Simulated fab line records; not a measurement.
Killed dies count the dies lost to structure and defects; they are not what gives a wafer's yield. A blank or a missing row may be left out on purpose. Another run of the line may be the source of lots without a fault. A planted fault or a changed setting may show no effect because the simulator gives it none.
A struck lot beside a sound one :: flow n5 finfet :: 37 out of 1938 route steps
Sound: these wafers, L867.1, L867.5, L867.6. Struck: wafer L871.5 (L871.4, L871.6, from the same lot, were not struck and are left out); the cause is given at the end.
Order at every step that has rows: each side's tool, ch and its chambers, its first start. Under that, the readings that differ: sound wafers :: struck wafers :: difference of the means :: sigmas: that difference in standard deviations of wafers without a fault.
alike: a reading whose means differ by less than 2 such deviations, as well as words and numbers matching on both sides. not compared: withheld readings; readings where some wafer has no value; bounds like >300 that might hide an equal value; numbers whose values overlap and for which the record gives no deviation.
Wherever a step has rows on one side only, a row that says differs or no value, or a row with sigmas, the two part there. Non-overlapping numbers with no deviation appear without sigmas and do not part them. Lack of a reading on every wafer of one side parts them only where that side has two or more wafers.

first, 9 steps without rows for these wafers: N5_BEOL_M7_ALD_77 (deposits TaN, target thk 2 nm, pulse time 2 s, purge time 3 s); N5_BEOL_M7_SURFACE_TREAT_79; N5_BEOL_M7_CVD_78 (deposits Co from CCTBA/H2, target thk 2 nm, time 142.3 s); N5_BEOL_M7_SPUTTER_48 (material Cu, target thk 10 nm, time 1.667 s); N5_BEOL_M7_ECD_50 (material Cu, target thk 300 nm); N5_BEOL_M7_ANNEAL_51 (time 90 s); N5_BEOL_M7_CMP_52 (polishes, stops on SiCOH lowk, t overpolish 6.9 s, target thk 80 nm); N5_BEOL_M7_PRE_CLEAN_55 (time 15 s); N5_BEOL_M7_DEP_56 (deposits SiCN from 3MS/NH3, target thk 10 nm, time 17.5 s).
N5_BEOL_M8_ILD_DEP_00: deposits SiCOH lowk from DEMS/porogen, target thk 179.75 nm, time 33.4 s.
  sound on pecvd-04 ch 0,1,2, day 12 17:01; struck on pecvd-04 ch 0, day 13 11:31
reading: model.SiCOH_lowk_of_BEOL_M8_ILD_DEP_00.thk nm (nm)
sound: 179 181.6 182.6
struck: 126.6
difference: -54.5
sigmas: 
  alike: heater power w, showerhead plenum p Torr, throttle valve pct
then, 1 step without rows for these wafers: N5_BEOL_M8_CURE_74 (cures SiCOH lowk, time 240 s).
N5_BEOL_M8_THK_MEAS_01:
  sound on film metro-01, day 12 17:35; struck on film metro-02, day 13 12:05
reading: M8_ILD_THK (nm)
sound: 154.3 156.7 157.5
struck: 108.8
difference: -47.4
sigmas: -24
then, 23 steps without rows for these wafers: N5_BEOL_M8_PECVD_70 (deposits SiO2 from TEOS/O2, target thk 20 nm, time 22.7 s); N5_BEOL_M8_HM_DEP_02 (deposits TiN, target thk 20 nm); N5_BEOL_M8_COAT_59 (time 60 s, resist thk 100 nm); N5_BEOL_M8_COAT_60 (time 60 s, resist thk 35 nm); N5_BEOL_M8_COAT_05 (resist thk 90 nm); N5_BEOL_M8_EBR_07; N5_BEOL_M8_SOFTBAKE_06 (time 60 s); N5_BEOL_M8_EXPOSE_08 (exposes mask M8); N5_BEOL_M8_PEB_09 (peb time 60 s); N5_BEOL_M8_DEVELOP_10 (develop time 30 s); N5_BEOL_M8_DESCUM_16 (chemistry O2, time 7.9 s); N5_BEOL_M8_ETCH_61 (etches SiARC in CF4, target depth 45.5 nm, time 75.8 s); N5_BEOL_M8_ETCH_62 (etches SOC in N2/H2, target depth 110 nm, overetch 22 nm, time 165 s); N5_BEOL_M8_STRIP_68 (strips in N2/H2); N5_BEOL_M8_STRIP_67 (strips in CF4); N5_BEOL_M8_HM_OPEN_17 (chemistry Cl2/BCl3, target TiN, target depth 20 nm, overetch 6 nm); N5_BEOL_M8_STRIP_19 (strips in O2); N5_BEOL_M8_COAT_63 (time 60 s, resist thk 60 nm); N5_BEOL_M8_COAT_64 (time 60 s, resist thk 12 nm); N5_BEOL_M8_COAT_71 (time 60 s, resist thk 5 nm); N5_BEOL_M8_COAT_22 (resist thk 30 nm); N5_BEOL_M8_EBR_24; N5_BEOL_M8_SOFTBAKE_23 (time 60 s).
N5_BEOL_M8_CMP_52: polishes, stops on SiCOH lowk, t overpolish 6.9 s, target thk 80 nm.
  sound on cmp-02 ch 0,1,3, day 12 22:17; struck on cmp-02 ch 2, day 13 20:10
reading: model.SiCOH_lowk_of_BEOL_M8_ILD_DEP_00.thk nm (nm)
sound: 151.2 153.6 154.4
struck: 105.8
difference: -47.3
sigmas: 
  alike: motor current A
then, 1 step without rows for these wafers: N5_PASSIVATION_PROBE_49.

## WHERE THEY PART
N5_BEOL_M8_THK_MEAS_01 only, going by this record. Later steps at which nothing parts them and some readings are alike: N5_BEOL_M8_CMP_52.

WHY: whatever the simulator had introduced
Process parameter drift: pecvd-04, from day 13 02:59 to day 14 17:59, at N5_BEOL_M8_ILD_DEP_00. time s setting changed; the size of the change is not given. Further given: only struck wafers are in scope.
